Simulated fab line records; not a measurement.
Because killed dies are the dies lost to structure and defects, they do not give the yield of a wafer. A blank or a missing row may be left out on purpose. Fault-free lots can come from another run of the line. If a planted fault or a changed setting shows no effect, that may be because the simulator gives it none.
Matching of chambers | flow n5 finfet | N5_GATE_CUT_SAC_CAP_01 on ald sin-02 has 4 sister chambers
The step material SiNx, target thk 24 nm, pulse time 1 s, ald cycles 480. 8 wafers are shown with their chamber, then 8 later ones without.

== WAFERS PAIRED WITH THEIR CHAMBERS ==
wafer  | chamber | heater power w (W) | precursor pulse height rel
L081.4 | 0       | 803                | 0.988
L083.2 | 3       | 803                | 0.967
L083.4 | 0       | 831                | 0.988
L083.5 | 2       | 646                | 0.960
L087.2 | 1       | 930                | 1.044
L087.4 | 2       | 630                | 1.019
L087.6 | 3       | 786                | 1.002
L088.2 | 1       | 933                | 1.007

== WAFERS WITH NO CHAMBER GIVEN ==
wafer  | heater power w (W) | precursor pulse height rel
L088.3 | 794                | 0.997
L088.5 | 894                | 1.000
L093.3 | 765                | 0.988
L093.4 | 849                | 1.000
L093.5 | 780                | 0.980
L097.1 | 809                | 1.011
L097.4 | 864                | 0.986
L097.5 | 873                | 1.008

== CHAMBER TAKEN BY EACH ==
wafer  | from the rows above          | in truth
L088.3 | can't be placed: 3 or 0      | 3
L088.5 | 1                            | 1
L093.3 | can't be placed: 3 or 0      | 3
L093.4 | can't be placed: 0 or 3      | 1
L093.5 | can't be placed: 3 or 0      | 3
L097.1 | can't be placed: 0 or 3      | 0
L097.4 | can't be placed: 0 or 3 or 1 | 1
L097.5 | can't be placed: 0 or 1 or 3 | 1
Correctly placed: 1 of 8. Not placeable from these rows: 7 (in 6, the candidates include the true chamber). Wrongly placed: 0.
How it was worked out, from the rows above alone: a wafer's distance from a chamber is the root of the sum, over the readings, of the square of ((its reading less the chamber's mean) divided by the reading's scatter). The wafer belongs to the nearest chamber; if the next one is less than 2 further off, it can't be placed. For every chamber, the mean is computed from those of its wafers that are shown. The scatter: the root of (the sum of the squares of (reading less its chamber's mean) over the shown wafers, divided by (wafers less chambers)).
